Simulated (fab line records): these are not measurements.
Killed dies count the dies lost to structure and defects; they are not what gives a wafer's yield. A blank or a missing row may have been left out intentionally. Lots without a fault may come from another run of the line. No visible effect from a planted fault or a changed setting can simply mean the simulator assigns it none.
Matching of chambers / flow nand-harc / NHARC_A_SGD_CUT_ETCH_58 on rie-diel-12 has 4 sister chambers
The step etches the open film in CF4, target depth 39 nm, time 65 s. 18 wafers are shown with their chamber, then 9 later ones without.

WAFERS, EACH WITH ITS CHAMBER
wafer=L074.2; chamber=0; drypump-motor-current-A (A)=6.2; showerhead-plenum-p-Torr (Torr)=1.73; oes-product-au (a.u.)=1.002
wafer=L074.3; chamber=1; drypump-motor-current-A (A)=5.6; showerhead-plenum-p-Torr (Torr)=1.66; oes-product-au (a.u.)=1.008
wafer=L074.5; chamber=0; drypump-motor-current-A (A)=6.2; showerhead-plenum-p-Torr (Torr)=1.73; oes-product-au (a.u.)=0.991
wafer=L081.2; chamber=2; drypump-motor-current-A (A)=5.6; showerhead-plenum-p-Torr (Torr)=1.67; oes-product-au (a.u.)=0.989
wafer=L081.4; chamber=1; drypump-motor-current-A (A)=5.6; showerhead-plenum-p-Torr (Torr)=1.65; oes-product-au (a.u.)=0.997
wafer=L081.6; chamber=3; drypump-motor-current-A (A)=5.6; showerhead-plenum-p-Torr (Torr)=1.76; oes-product-au (a.u.)=1.007
wafer=L082.1; chamber=1; drypump-motor-current-A (A)=5.6; showerhead-plenum-p-Torr (Torr)=1.65; oes-product-au (a.u.)=0.988
wafer=L082.2; chamber=3; drypump-motor-current-A (A)=5.6; showerhead-plenum-p-Torr (Torr)=1.76; oes-product-au (a.u.)=1.008
wafer=L082.3; chamber=2; drypump-motor-current-A (A)=5.6; showerhead-plenum-p-Torr (Torr)=1.67; oes-product-au (a.u.)=0.994
wafer=L082.4; chamber=0; drypump-motor-current-A (A)=6.2; showerhead-plenum-p-Torr (Torr)=1.73; oes-product-au (a.u.)=0.984
wafer=L082.5; chamber=0; drypump-motor-current-A (A)=6.2; showerhead-plenum-p-Torr (Torr)=1.73; oes-product-au (a.u.)=0.981
wafer=L082.6; chamber=3; drypump-motor-current-A (A)=5.6; showerhead-plenum-p-Torr (Torr)=1.76; oes-product-au (a.u.)=1.014
wafer=L085.2; chamber=0; drypump-motor-current-A (A)=6.2; showerhead-plenum-p-Torr (Torr)=1.73; oes-product-au (a.u.)=0.990
wafer=L085.3; chamber=1; drypump-motor-current-A (A)=5.5; showerhead-plenum-p-Torr (Torr)=1.65; oes-product-au (a.u.)=0.990
wafer=L085.5; chamber=2; drypump-motor-current-A (A)=5.6; showerhead-plenum-p-Torr (Torr)=1.67; oes-product-au (a.u.)=0.989
wafer=L087.3; chamber=3; drypump-motor-current-A (A)=5.6; showerhead-plenum-p-Torr (Torr)=1.76; oes-product-au (a.u.)=1.005
wafer=L087.4; chamber=2; drypump-motor-current-A (A)=5.6; showerhead-plenum-p-Torr (Torr)=1.67; oes-product-au (a.u.)=0.972
wafer=L087.6; chamber=3; drypump-motor-current-A (A)=5.6; showerhead-plenum-p-Torr (Torr)=1.75; oes-product-au (a.u.)=1.009

SIGNATURES (averages over the wafers above)
reading=drypump-motor-current-A; chamber 0=6.200; chamber 1=5.575; chamber 2=5.600; chamber 3=5.600; scatter within a chamber=0.0231
reading=showerhead-plenum-p-Torr; chamber 0=1.7300; chamber 1=1.6525; chamber 2=1.6700; chamber 3=1.7580; scatter within a chamber=0.00333
reading=oes-product-au; chamber 0=0.98960; chamber 1=0.99575; chamber 2=0.98600; chamber 3=1.00860; scatter within a chamber=0.0077
Rule: a wafer's distance from a chamber is the root of the sum, over the readings, of the square of ((its reading less the chamber's mean) divided by the reading's scatter). The wafer belongs to the nearest chamber; if the next one is less than 2 further off, it can't be placed. How the scatter is found: for the shown wafers, subtract from each reading the mean of its chamber, square and add these, divide the total by (wafers less chambers), then take the root.

WAFERS WITH NO CHAMBER GIVEN
wafer=L090.4; drypump-motor-current-A (A)=5.6; showerhead-plenum-p-Torr (Torr)=1.65; oes-product-au (a.u.)=1.005
wafer=L090.5; drypump-motor-current-A (A)=6.2; showerhead-plenum-p-Torr (Torr)=1.72; oes-product-au (a.u.)=0.991
wafer=L090.6; drypump-motor-current-A (A)=5.6; showerhead-plenum-p-Torr (Torr)=1.75; oes-product-au (a.u.)=1.015
wafer=L092.3; drypump-motor-current-A (A)=6.2; showerhead-plenum-p-Torr (Torr)=1.72; oes-product-au (a.u.)=0.991
wafer=L092.4; drypump-motor-current-A (A)=5.6; showerhead-plenum-p-Torr (Torr)=1.65; oes-product-au (a.u.)=1.005
wafer=L092.5; drypump-motor-current-A (A)=5.6; showerhead-plenum-p-Torr (Torr)=1.75; oes-product-au (a.u.)=1.008
wafer=L095.1; drypump-motor-current-A (A)=5.6; showerhead-plenum-p-Torr (Torr)=1.67; oes-product-au (a.u.)=0.989
wafer=L095.4; drypump-motor-current-A (A)=5.6; showerhead-plenum-p-Torr (Torr)=1.75; oes-product-au (a.u.)=0.996
wafer=L095.5; drypump-motor-current-A (A)=5.5; showerhead-plenum-p-Torr (Torr)=1.65; oes-product-au (a.u.)=1.002

WHICH CHAMBER EACH WENT THROUGH
wafer=L090.4; from the rows above=1; in truth=1
wafer=L090.5; from the rows above=0; in truth=0
wafer=L090.6; from the rows above=3; in truth=3
wafer=L092.3; from the rows above=0; in truth=0
wafer=L092.4; from the rows above=1; in truth=1
wafer=L092.5; from the rows above=3; in truth=3
wafer=L095.1; from the rows above=2; in truth=2
wafer=L095.4; from the rows above=3; in truth=3
wafer=L095.5; from the rows above=1; in truth=1
9 of 9 placed correctly. Left unplaced by these rows: 0. Placed wrongly: 0.
